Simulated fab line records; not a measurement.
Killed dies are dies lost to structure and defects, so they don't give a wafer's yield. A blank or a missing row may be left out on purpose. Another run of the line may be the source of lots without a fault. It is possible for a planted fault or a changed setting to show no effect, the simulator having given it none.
A lot that was struck, set against a sound lot || flow nand-harc || 14 steps out of a route of 1159
Sound: wafers L691.1, L691.2, L691.5. The struck wafers were L703.3, L703.5, L703.6. The cause comes at the end.
For every step that has rows: the tool of each side, followed by ch and its chambers, followed by its first start. Under that, the readings that differ: sound wafers || struck wafers || difference of the means || sigmas: that difference in standard deviations of wafers without a fault.
alike: same words and numbers on both sides, and readings whose means sit less than 2 such deviations apart. not compared: any withheld reading, any reading some wafer has no value for, any bound like >300 that may hide the same value, and any number with overlapping values for which the record gives no deviation.
The two part at a step that has a row with sigmas, a row that says differs or no value, or rows on one side only. Numbers that have no deviation but don't overlap get no sigmas and don't part them. A reading that every wafer of one side lacks parts them only if that side has two wafers or more.

first, 6 steps without rows for these wafers: NHARC_A_SLIT_COAT_03 (resist thk 90 nm); NHARC_A_SLIT_SOFTBAKE_04 (time 55 s); NHARC_A_SLIT_EBR_05; NHARC_A_SLIT_EXPOSE_06 (exposes mask SLIT); NHARC_A_SLIT_PEB_07 (peb time 65 s); NHARC_A_SLIT_DEVELOP_08 (develop time 35 s).
NHARC_A_SLIT_CD_MEAS_09 targets a cd of 300 nm.
  sound on cd-sem-01 ch 0, day 14 03:20; struck on cd-sem-03 ch 0, day 17 10:52
  alike: cd-nm
NHARC_A_SLIT_OVL_MEAS_10:
  sound on overlay-02, day 14 03:26; struck on overlay-02, day 17 10:57
  alike: overlay-x-nm, overlay-y-nm
NHARC_A_SLIT_INSPECT_11:
  sound on defect-inspect-01, day 14 03:28; struck on defect-inspect-02, day 17 10:59
  alike: raw-defect-count
NHARC_A_SLIT_DESCUM_14: chemistry O2, time 3 s.
  sound on rie-diel-06 ch 0,1, day 14 03:31; struck on rie-diel-12 ch 0,2,3, day 17 11:04
  alike: drypump-motor-current-A, oes-product-au, rf-vpp-V, showerhead-plenum-p-Torr, throttle-valve-pct
  not compared: rf-hours-counter-h
NHARC_A_SLIT_ETCH_24: etches the open film in CF4/CHF3, target depth 121 nm, time 60.5 s.
  sound on rie-diel-06 ch 1,2,3, day 14 03:37; struck on rie-diel-12 ch 0,1, day 17 11:08
  alike: drypump-motor-current-A, oes-product-au, rf-fwd-power-W, rf-vpp-V, showerhead-plenum-p-Torr, throttle-valve-pct
  not compared: rf-hours-counter-h
NHARC_A_SLIT_ETCH_15: etches the open film in O2/COS, target depth 3200 nm, time 832 s.
  sound: rie-diel-06 ch 0,1,2; struck: rie-diel-12 ch 0,1
  alike: drypump-motor-current-A, oes-product-au, rf-fwd-power-W, rf-vpp-V, showerhead-plenum-p-Torr, throttle-valve-pct
  not compared: rf-hours-counter-h
NHARC_A_SLIT_ETCH_17: etches the open film in C4F8/O2/Ar, time 1687.5 s, target depth 10100 nm.
  sound on har-etch-01 ch 0,1, day 14 10:43; struck on har-etch-01 ch 0,1, day 17 15:33
{"reading": "model.A_SLIT.cd-nm (nm)", "sound": "289.2 289.2 289.2", "struck": "287.8 287.8 287.8", "difference": -1.4, "sigmas": ""}
  alike: drypump-motor-current-A, showerhead-plenum-p-Torr, throttle-valve-pct
  not compared: rf-hours-counter-h
NHARC_A_SLIT_ETCH_26: etches the open film in C4F8/O2/Ar, time 90 s, target depth 400 nm.
  sound on har-etch-01 ch 0,1, day 14 12:14; struck on har-etch-01 ch 0,1, day 17 16:23
  alike: drypump-motor-current-A, rf-fwd-power-W, showerhead-plenum-p-Torr, throttle-valve-pct
  not compared: rf-hours-counter-h

== WHERE THEY PART ==
Nowhere in this record.

WHY: what the simulator had put in
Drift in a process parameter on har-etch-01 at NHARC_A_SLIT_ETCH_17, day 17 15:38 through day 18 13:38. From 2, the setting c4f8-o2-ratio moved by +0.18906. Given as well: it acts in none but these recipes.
